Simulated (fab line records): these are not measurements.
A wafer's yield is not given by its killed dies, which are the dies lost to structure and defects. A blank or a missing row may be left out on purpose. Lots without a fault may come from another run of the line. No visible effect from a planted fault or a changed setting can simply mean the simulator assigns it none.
fab line records | flow n5-finfet | part 2 of 2: steps 19 to 24 of 24
record lots=5 wafers=15 last-day=16
route steps=1938 shown GATE_CUT@481
lots untouched by any fault: they come from a run of this same line in which no faults occurred
start-h: start of the lot's first displayed wafer, in hours after the record's first day | wait-h: hours from the lot's prior step to this one | " identical to the entry in the row above | L1.1+2: a single row standing in for several wafers | - no value, or no start given | * or withheld: withheld | < > ~ a bound
route shown NAME@n: names a module that has steps shown in the file, with the first one's number in the route | usual: mean/standard deviation taken from wafers without a fault | same: alike in all rows | chamber/n: place in a boat | sites: the reading at each site | _std_site: their standard deviation | _edge_site: outer sites' mean less inner sites' | radius-mm: how far each site lies from the wafer's centre | mask NAME#n: copy n | behind: tool/chamber where the wafer was last shaped | hold: why the lot was held/for how many hours/how that ended | device: whichever transistor did not switch (one of n, p or np) | end of line: tests run on the same wafers once the route is complete | where a step has no rows: the recipe by itself | killed: dies that structure and defects cost at the first sort, which is not the same as the wafer's yield | map: the dies of a wafer, with x for killed, . for not killed, _ for no die there
set.NAME: the setting as run; set.NAME@STEP: as run at that earlier step | model.NAME: the simulator's own value behind a step, which no gauge read
lots seen at some steps along the route; tables by step, rows by wafer
services: a tool's chamber out of use, with start hour (start-h, from the record's first day; less than 0 if before it), hours out, and reason
## steps
# step N5_GATE_CUT_ETCH_19
# recipe chemistry=CH3F/O2 target=SiNx mask-material=SiO2 target-depth-a=537 time-s=76.7 pressure-mtorr=30 source-w=395 bias-w=73 Ar_flow_sccm=150 CH3F_flow_sccm=30 O2_flow_sccm=20 ion-energy-ev=120 ends=cleared
# usual drypump-motor-current-A=5.5/0.43 etch-rf-on-time-s=76.7/1.5 oes-product-au=0.65/0.078 rf-fwd-power-W=390.9/1.5 rf-vpp-V=295/5.2 showerhead-plenum-p-Torr=2.03/0.062 throttle-valve-pct=16.34/0.19
# columns lot.wafer tool chamber start-h wait-h drypump-motor-current-A etch-rf-on-time-s oes-product-au rf-fwd-power-W rf-hours-counter-h rf-vpp-V showerhead-plenum-p-Torr throttle-valve-pct
L077.1 rie-diel-04 0 103.99 0.0 5.4 78.7 0.57 390.0 255 298 1.97 16.53
L077.4 " 0 " " 5.4 78.9 0.57 388.9 - 298 1.97 16.53
L077.6 " 1 " " 5.1 78.6 0.60 391.4 - 296 2.05 16.33
L083.1 rie-diel-01 3 138.62 0.0 5.7 76.5 0.61 392.0 179 288 2.07 16.33
L083.5 " 0 " " 5.3 74.5 0.73 387.7 - 299 2.12 16.25
L083.6 " 3 " " 5.7 76.1 0.61 390.7 - 290 2.07 16.33
L088.1 rie-diel-01 1 169.80 0.0 6.0 75.2 0.87 389.6 0 303 1.97 15.79
L088.4 " 3 " " 5.7 77.1 0.60 390.9 191 288 2.07 16.35
L088.6 " 3 " " 5.7 76.3 0.60 391.2 - 289 2.07 16.34
L089.1 rie-diel-01 1 177.89 0.0 5.9 73.3 0.86 389.9 2 302 1.97 15.80
L089.3 " 3 " " 5.7 75.9 0.60 391.0 193 289 2.07 16.34
L089.4 " 2 " " 5.4 77.7 0.61 392.6 178 292 1.99 16.53
L094.1 rie-diel-01 3 208.93 0.0 5.7 77.4 0.59 393.3 203 287 2.06 16.35
L094.2 " 2 " " 5.4 79.3 0.60 391.6 188 292 1.99 16.54
L094.6 " 0 " " 5.3 75.7 0.71 388.3 - 299 2.11 16.30
# step N5_GATE_CUT_CUT_ETCH_53
# recipe chemistry=SF6/Cl2 target=W mask-material=SiO2 target-depth-a=792 pressure-mtorr=8 icp-w=900 bias-w=80 SF6_flow_sccm=40 Cl2_flow_sccm=60 ends=cleared
# usual drypump-motor-current-A=5.6/0.37 etch-rf-on-time-s=26.1/0.37 oes-product-au=0.75/0.11 rf-fwd-power-W=879.0/2.9 throttle-valve-pct=28.78/0.17
# columns lot.wafer tool chamber start-h wait-h drypump-motor-current-A etch-rf-on-time-s oes-product-au rf-fwd-power-W rf-hours-counter-h throttle-valve-pct
L077.1 rie-metal-01 0 104.10 0.1 5.1 26.3 0.82 877.8 7 28.71
L077.4 " 0 " " 5.2 26.2 0.82 879.1 - 28.70
L077.6 " 0 " " 5.1 26.2 0.83 874.6 - 28.70
L083.1 rie-metal-01 1 138.73 0.1 5.5 25.9 0.86 877.6 1 28.74
L083.5 " 1 " " 5.5 26.0 0.87 876.8 - 28.74
L083.6 " 0 " " 5.1 26.2 0.80 879.0 - 28.72
L088.1 rie-metal-01 1 169.91 0.1 5.5 25.9 0.84 879.2 4 28.73
L088.4 " 1 " " 5.5 25.9 0.83 874.8 - 28.73
L088.6 " 1 " " 5.5 25.8 0.84 881.0 - 28.74
L089.1 rie-metal-01 1 178.00 0.1 5.5 25.8 0.83 877.3 5 28.74
L089.3 " 0 " " 5.2 26.0 0.79 877.4 - 28.70
L089.4 " 1 " " 5.5 25.9 0.83 879.7 - 28.74
L094.1 rie-metal-01 0 209.03 0.1 5.1 26.4 0.76 878.5 19 28.73
L094.2 " 1 " " 5.5 26.1 0.82 875.8 8 28.75
L094.6 " 0 " " 5.1 26.2 0.77 881.0 - 28.72
# step N5_GATE_CUT_CUT_ETCH_54
# recipe chemistry=Cl2/BCl3 target=TiN mask-material=SiO2 target-depth-a=967 pressure-mtorr=10 icp-w=1000 bias-w=126 Cl2_flow_sccm=53.25 bcl3-flow-sccm=21.75 Ar_flow_sccm=25 ends=cleared
# usual drypump-motor-current-A=5.6/0.37 etch-rf-on-time-s=36.4/0.46 oes-product-au=0.75/0.11 rf-fwd-power-W=979/4.6 throttle-valve-pct=22.18/0.18
# columns lot.wafer tool chamber start-h wait-h drypump-motor-current-A etch-rf-on-time-s oes-product-au rf-fwd-power-W rf-hours-counter-h throttle-valve-pct
L077.1 rie-metal-01 0 104.22 0.1 5.2 36.2 0.83 980 7 22.03
L077.4 " 0 " " 5.2 36.4 0.82 984 - 22.04
L077.6 " 0 " " 5.2 36.2 0.84 990 - 22.02
L083.1 rie-metal-01 1 138.79 0.0 5.5 35.7 0.88 970 1 22.06
L083.5 " 1 " " 5.5 36.1 0.87 972 - 22.08
L083.6 " 0 " " 5.2 36.1 0.80 988 - 22.03
L088.1 rie-metal-01 1 169.97 0.0 5.5 35.9 0.85 974 4 22.07
L088.4 " 1 " " 5.5 36.4 0.84 972 - 22.08
L088.6 " 1 " " 5.5 36.1 0.85 973 - 22.08
L089.1 rie-metal-01 1 178.06 0.0 5.5 36.4 0.82 976 5 22.08
L089.3 " 0 " " 5.1 36.4 0.79 986 - 22.06
L089.4 " 1 " " 5.5 36.5 0.82 975 - 22.09
L094.1 rie-metal-01 0 209.09 0.0 5.1 36.2 0.77 979 19 22.07
L094.2 " 1 " " 5.5 36.2 0.82 974 8 22.08
L094.6 " 0 " " 5.2 36.1 0.77 983 - 22.08
# step N5_GATE_CUT_CUT_ETCH_55
# recipe chemistry=BCl3 target=HfO2 mask-material=SiO2 target-depth-a=32 ion-energy-ev=30 pressure-mtorr=5 icp-w=450 bias-w=18 bcl3-flow-sccm=80
# usual drypump-motor-current-A=5.6/0.37 oes-product-au=0.83/0.13 rf-fwd-power-W=440.3/2.2 throttle-valve-pct=32.9/0.36
# columns lot.wafer tool chamber start-h wait-h drypump-motor-current-A oes-product-au rf-fwd-power-W rf-hours-counter-h throttle-valve-pct
L077.1 rie-metal-01 0 104.34 0.1 5.2 0.90 441.7 7 33.0
L077.4 " 0 " " 5.2 0.91 441.3 - 33.1
L077.6 " 0 " " 5.2 0.90 439.6 - 33.0
L083.1 rie-metal-01 1 138.85 0.0 5.5 0.97 436.8 1 32.8
L083.5 " 1 " " 5.5 0.97 438.3 - 32.8
L083.6 " 0 " " 5.2 0.87 443.4 - 33.1
L088.1 rie-metal-01 1 170.03 0.0 5.5 0.95 437.9 4 32.8
L088.4 " 1 " " 5.5 0.94 439.1 - 32.8
L088.6 " 1 " " 5.5 0.93 439.7 - 32.8
L089.1 rie-metal-01 1 178.12 0.0 5.5 0.92 438.0 5 32.8
L089.3 " 0 " " 5.1 0.85 443.7 - 33.1
L089.4 " 1 " " 5.5 0.92 438.7 - 32.8
L094.1 rie-metal-01 0 209.15 0.0 5.2 0.83 441.1 19 33.1
L094.2 " 1 " " 5.5 0.90 436.9 8 32.8
L094.6 " 0 " " 5.1 0.83 442.2 - 33.1
# step N5_GATE_CUT_ETCH_47
# recipe chemistry=Cl2/BCl3 target=SiO2 target-depth-a=100 pressure-mtorr=10 icp-w=1000 bias-w=126 Cl2_flow_sccm=53.25 bcl3-flow-sccm=21.75 Ar_flow_sccm=25
# usual drypump-motor-current-A=5.6/0.37 oes-product-au=0.83/0.13 rf-fwd-power-W=978/5.4 throttle-valve-pct=22.72/0.18
# columns lot.wafer tool chamber start-h wait-h drypump-motor-current-A oes-product-au rf-fwd-power-W rf-hours-counter-h throttle-valve-pct
L077.1 rie-metal-01 0 104.40 0.1 5.1 0.91 981 7 22.60
L077.4 " 0 " " 5.1 0.90 986 - 22.58
L077.6 " 0 " " 5.1 0.90 984 - 22.58
L083.1 rie-metal-01 1 138.88 0.0 5.5 0.97 976 1 22.63
L083.5 " 1 " " 5.5 0.97 973 - 22.61
L083.6 " 0 " " 5.1 0.88 983 - 22.58
L088.1 rie-metal-01 1 170.06 0.0 5.5 0.92 973 4 22.62
L088.4 " 1 " " 5.5 0.93 975 - 22.63
L088.6 " 1 " " 5.5 0.93 972 - 22.63
L089.1 rie-metal-01 1 178.15 0.0 5.5 0.91 974 5 22.62
L089.3 " 0 " " 5.1 0.84 982 - 22.59
L089.4 " 1 " " 5.5 0.92 979 - 22.61
L094.1 rie-metal-01 0 209.18 0.0 5.1 0.83 975 19 22.60
L094.2 " 1 " " 5.5 0.89 978 8 22.64
L094.6 " 0 " " 5.1 0.83 978 - 22.61
# step N5_GATE_CUT_VAPOR_ETCH_48
# recipe chemistry=BCl3/Cl2 target=TiN mode=isotropic
# usual drypump-motor-current-A=5.6/0.37 oes-product-au=0.83/0.12
# columns lot.wafer tool chamber start-h wait-h drypump-motor-current-A oes-product-au
L077.1 rie-metal-01 0 104.46 0.1 5.1 0.88
L077.4 " 0 " " 5.1 0.89
L077.6 " 0 " " 5.2 0.89
L083.1 rie-metal-01 1 138.91 0.0 5.5 0.97
L083.5 " 1 " " 5.5 0.96
L083.6 " 0 " " 5.2 0.87
L088.1 rie-metal-01 1 170.09 0.0 5.5 0.93
L088.4 " 1 " " 5.5 0.94
L088.6 " 1 " " 5.5 0.93
L089.1 rie-metal-01 1 178.18 0.0 5.5 0.92
L089.3 " 0 " " 5.1 0.85
L089.4 " 1 " " 5.5 0.92
L094.1 rie-metal-01 0 209.21 0.0 5.1 0.83
L094.2 " 1 " " 5.5 0.89
L094.6 " 0 " " 5.1 0.84
## services
# columns tool chamber start-h hours kind
rie-diel-04 2 86.26 - clean
rie-diel-04 2 86.26 - consumable-replace:focus-ring
rie-diel-01 1 91.99 3.6 repair
euv-scanner-02 - 95.19 1.7 repair
rie-metal-01 1 95.80 - clean
rie-metal-01 1 95.80 33.2 scheduled-down
rie-metal-01 1 95.80 33.2 vent-cycle
rie-metal-01 - 99.38 1.0 repair
euv-scanner-02 - 101.28 1.0 pm
euv-scanner-02 - 103.44 4.6 pm
euv-scanner-01 - 108.04 1.0 pm
euv-scanner-01 - 115.22 5.8 pm
euv-scanner-02 - 130.83 5.8 pm
euv-scanner-01 - 145.95 8.0 pm
rie-metal-01 - 148.56 1.0 repair
rie-diel-01 1 151.64 - clean
rie-diel-01 1 151.64 - consumable-replace:focus-ring
rie-diel-01 1 151.64 17.7 scheduled-down
rie-diel-01 1 151.64 17.7 vent-cycle
euv-scanner-02 - 157.43 1.0 pm
euv-scanner-01 - 159.88 1.0 pm
euv-scanner-01 - 161.50 0.3 repair
euv-scanner-02 - 181.99 1.9 repair
rie-diel-01 1 187.31 5.4 repair
